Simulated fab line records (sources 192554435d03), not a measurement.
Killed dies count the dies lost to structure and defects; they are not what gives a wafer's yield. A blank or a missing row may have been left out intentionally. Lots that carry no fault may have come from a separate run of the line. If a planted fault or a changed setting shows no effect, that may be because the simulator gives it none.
Matching of chambers :: flow n5_finfet :: 4 sister chambers for N5_BEOL_M1_ALD_84 on ald_metal-02
The step deposits TaN, pulse time 2 s, purge time 3 s, co reactant purge time 2 s. 8 wafers are shown with their chamber, then 11 later ones without.

WAFERS WITH THEIR CHAMBER
wafer: L083.5
chamber: 3
heater_power_w (W): 382

wafer: L085.2
chamber: 2
heater_power_w (W): 422

wafer: L087.2
chamber: 2
heater_power_w (W): 425

wafer: L087.6
chamber: 1
heater_power_w (W): 405

wafer: L089.2
chamber: 1
heater_power_w (W): 404

wafer: L089.3
chamber: 0
heater_power_w (W): 372

wafer: L089.5
chamber: 3
heater_power_w (W): 383

wafer: L091.2
chamber: 0
heater_power_w (W): 366

WAFERS WHOSE CHAMBER IS MISSING
wafer: L091.4
heater_power_w (W): 423

wafer: L091.6
heater_power_w (W): 369

wafer: L092.2
heater_power_w (W): 402

wafer: L092.3
heater_power_w (W): 376

wafer: L092.5
heater_power_w (W): 381

wafer: L093.1
heater_power_w (W): 414

wafer: L093.4
heater_power_w (W): 384

wafer: L093.6
heater_power_w (W): 367

wafer: L095.2
heater_power_w (W): 392

wafer: L095.3
heater_power_w (W): 397

wafer: L095.4
heater_power_w (W): 428

THE CHAMBER EACH PASSED THROUGH
wafer: L091.4
from the rows above: 2
in truth: 2

wafer: L091.6
from the rows above: 0
in truth: 0

wafer: L092.2
from the rows above: 1
in truth: 1

wafer: L092.3
from the rows above: can't be placed: 3 or 0
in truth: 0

wafer: L092.5
from the rows above: 3
in truth: 3

wafer: L093.1
from the rows above: can't be placed: 1 or 2
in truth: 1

wafer: L093.4
from the rows above: 3
in truth: 3

wafer: L093.6
from the rows above: 0
in truth: 0

wafer: L095.2
from the rows above: can't be placed: 3 or 1
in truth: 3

wafer: L095.3
from the rows above: 1
in truth: 1

wafer: L095.4
from the rows above: 2
in truth: 2
8 of 11 placed correctly. Unplaceable from these rows: 3, with the true chamber sitting among the candidates in 3. Wrongly placed: 0.
How it was worked out, from the rows above alone: a wafer's distance from a chamber is the root of the sum, over the readings, of the square of ((its reading less the chamber's mean) divided by the reading's scatter). If the next closest chamber is less than 2 further off than the closest, the wafer can't be placed; otherwise it belongs to the closest. The mean given for a chamber averages the wafers shown for that chamber. How the scatter is found: for the shown wafers, subtract from each reading the mean of its chamber, square and add these, divide the total by (wafers less chambers), then take the root.
